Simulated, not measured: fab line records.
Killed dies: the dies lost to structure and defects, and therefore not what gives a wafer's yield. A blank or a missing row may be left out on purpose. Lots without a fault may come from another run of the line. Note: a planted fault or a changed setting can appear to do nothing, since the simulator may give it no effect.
Matching of chambers -- flow nand-harc -- NHARC_P_GATE_DESCUM_93 on rie-diel-06 has 4 sister chambers
The step chemistry O2, time 3 s. 7 wafers are shown with their chamber, then 7 later ones without.

== EACH WAFER AND ITS CHAMBER ==
wafer,chamber,drypump-motor-current-A (A),throttle-valve-pct (%)
L078.5,1,5.5,11.301
L085.6,2,5.2,11.297
L088.2,3,6.5,11.302
L088.5,3,6.5,11.314
L088.6,0,5.6,11.317
L091.2,2,5.3,11.283
L091.4,0,5.6,11.318

== WAFERS WITHOUT THEIR CHAMBER ==
wafer,drypump-motor-current-A (A),throttle-valve-pct (%)
L091.5,5.6,11.308
L095.1,5.2,11.308
L095.2,5.5,11.323
L095.5,5.5,11.330
L097.1,5.6,11.311
L097.3,6.6,11.304
L097.6,6.6,11.311

== CHAMBER TAKEN BY EACH ==
wafer,from the rows above,in truth
L091.5,can't be placed: 0 or 1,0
L095.1,2,2
L095.2,can't be placed: 0 or 1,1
L095.5,can't be placed: 0 or 1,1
L097.1,can't be placed: 0 or 1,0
L097.3,3,3
L097.6,3,3
Correctly placed: 3 of 7. Can't be placed from these rows: 4 (the true chamber is among the candidates in 4). 0 placed wrongly.
How it was worked out, from the rows above alone: a wafer's distance from a chamber is the root of the sum, over the readings, of the square of ((its reading less the chamber's mean) divided by the reading's scatter). If the next closest chamber is less than 2 further off than the closest, the wafer can't be placed; otherwise it belongs to the closest. A chamber's mean is the mean of its shown wafers. The scatter is the square root of a quotient: the sum, over the shown wafers, of each reading's squared deviation from its chamber's mean, divided by wafers minus chambers.
